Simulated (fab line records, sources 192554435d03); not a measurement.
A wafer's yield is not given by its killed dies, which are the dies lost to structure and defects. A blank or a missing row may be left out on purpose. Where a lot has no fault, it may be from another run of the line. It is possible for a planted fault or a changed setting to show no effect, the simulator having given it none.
Chamber matching :: flow n5 finfet :: 4 sister chambers for N5_DUMMY_GATE_ETCH_44 on rie si-01
The step etches poly-Si in HBr/O2, stops on SiO2, target depth 127.5 nm. 8 wafers are shown with their chamber, then 12 later ones without.

WAFERS WITH THEIR CHAMBER
wafer: L075.4
chamber: 0
throttle valve pct (%): 18.57
oes product au (a.u.): 0.734

wafer: L081.4
chamber: 2
throttle valve pct (%): 18.38
oes product au (a.u.): 0.737

wafer: L083.1
chamber: 3
throttle valve pct (%): 18.26
oes product au (a.u.): 0.736

wafer: L083.3
chamber: 1
throttle valve pct (%): 18.28
oes product au (a.u.): 0.725

wafer: L083.4
chamber: 2
throttle valve pct (%): 18.37
oes product au (a.u.): 0.736

wafer: L086.3
chamber: 0
throttle valve pct (%): 18.58
oes product au (a.u.): 0.738

wafer: L086.4
chamber: 3
throttle valve pct (%): 18.25
oes product au (a.u.): 0.745

wafer: L086.5
chamber: 1
throttle valve pct (%): 18.28
oes product au (a.u.): 0.723

WAFERS WHOSE CHAMBER IS MISSING
wafer: L087.3
throttle valve pct (%): 18.38
oes product au (a.u.): 0.735

wafer: L087.4
throttle valve pct (%): 18.28
oes product au (a.u.): 0.726

wafer: L087.5
throttle valve pct (%): 18.27
oes product au (a.u.): 0.736

wafer: L088.2
throttle valve pct (%): 18.27
oes product au (a.u.): 0.720

wafer: L088.4
throttle valve pct (%): 18.26
oes product au (a.u.): 0.739

wafer: L088.5
throttle valve pct (%): 18.56
oes product au (a.u.): 0.731

wafer: L092.1
throttle valve pct (%): 18.39
oes product au (a.u.): 0.724

wafer: L092.2
throttle valve pct (%): 18.56
oes product au (a.u.): 0.736

wafer: L092.3
throttle valve pct (%): 18.26
oes product au (a.u.): 0.751

wafer: L097.2
throttle valve pct (%): 18.58
oes product au (a.u.): 0.742

wafer: L097.4
throttle valve pct (%): 18.26
oes product au (a.u.): 0.730

wafer: L097.5
throttle valve pct (%): 18.25
oes product au (a.u.): 0.737

CHAMBER TAKEN BY EACH
wafer: L087.3
from the rows above: 2
in truth: 2

wafer: L087.4
from the rows above: 1
in truth: 1

wafer: L087.5
from the rows above: can't be placed: 3 or 1
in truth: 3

wafer: L088.2
from the rows above: 1
in truth: 1

wafer: L088.4
from the rows above: 3
in truth: 3

wafer: L088.5
from the rows above: 0
in truth: 0

wafer: L092.1
from the rows above: 2
in truth: 2

wafer: L092.2
from the rows above: 0
in truth: 0

wafer: L092.3
from the rows above: 3
in truth: 3

wafer: L097.2
from the rows above: 0
in truth: 0

wafer: L097.4
from the rows above: can't be placed: 3 or 1
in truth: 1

wafer: L097.5
from the rows above: 3
in truth: 3
Correct placement for 10 of the 12. Unplaceable from these rows: 2, with the true chamber sitting among the candidates in 2. Wrongly placed: 0.
How it was worked out, from the rows above alone: a wafer's distance from a chamber is the root of the sum, over the readings, of the square of ((its reading less the chamber's mean) divided by the reading's scatter). If the next closest chamber is less than 2 further off than the closest, the wafer can't be placed; otherwise it belongs to the closest. A chamber's mean is the mean of its shown wafers. The scatter: the root of (the sum of the squares of (reading less its chamber's mean) over the shown wafers, divided by (wafers less chambers)).
